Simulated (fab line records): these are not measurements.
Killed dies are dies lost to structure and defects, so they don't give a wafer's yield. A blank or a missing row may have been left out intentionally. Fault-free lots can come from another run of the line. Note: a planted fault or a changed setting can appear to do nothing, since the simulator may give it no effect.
Matching of chambers    flow n5_finfet    rie_diel-02 running N5_BEOL_M8_DESCUM_33: 4 sister chambers
The step chemistry O2, time 7 s. 4 wafers are shown with their chamber, then 6 later ones without.

WAFERS, EACH WITH ITS CHAMBER
wafer   chamber  drypump_motor_current_A (A)
L475.2  0        5.6
L484.2  3        6.5
L484.4  2        5.4
L484.5  1        5.4

WAFERS WITH NO CHAMBER GIVEN
wafer   drypump_motor_current_A (A)
L486.2  6.6
L486.3  5.4
L486.6  5.4
L487.1  5.4
L487.5  5.4
L487.6  5.4

WHICH CHAMBER EACH ONE RAN IN
wafer   from the rows above      in truth
L486.2  3                        3
L486.3  can't be placed: 1 or 2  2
L486.6  can't be placed: 1 or 2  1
L487.1  can't be placed: 1 or 2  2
L487.5  can't be placed: 1 or 2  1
L487.6  can't be placed: 1 or 2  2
Correctly placed: 1 of 6. From these rows, 5 cannot be placed; in 5 the true chamber is one of the candidates. Wrongly placed: 0.
How it was worked out, from the rows above alone: a wafer's distance from a chamber is the root of the sum, over the readings, of the square of ((its reading less the chamber's mean) divided by the reading's scatter). If the next closest chamber is less than 2 further off than the closest, the wafer can't be placed; otherwise it belongs to the closest. Each chamber's mean is taken over the wafers shown for it. The scatter: root of mean squared gap, hidden wafer to nearest shown wafer, with one shown wafer a chamber.
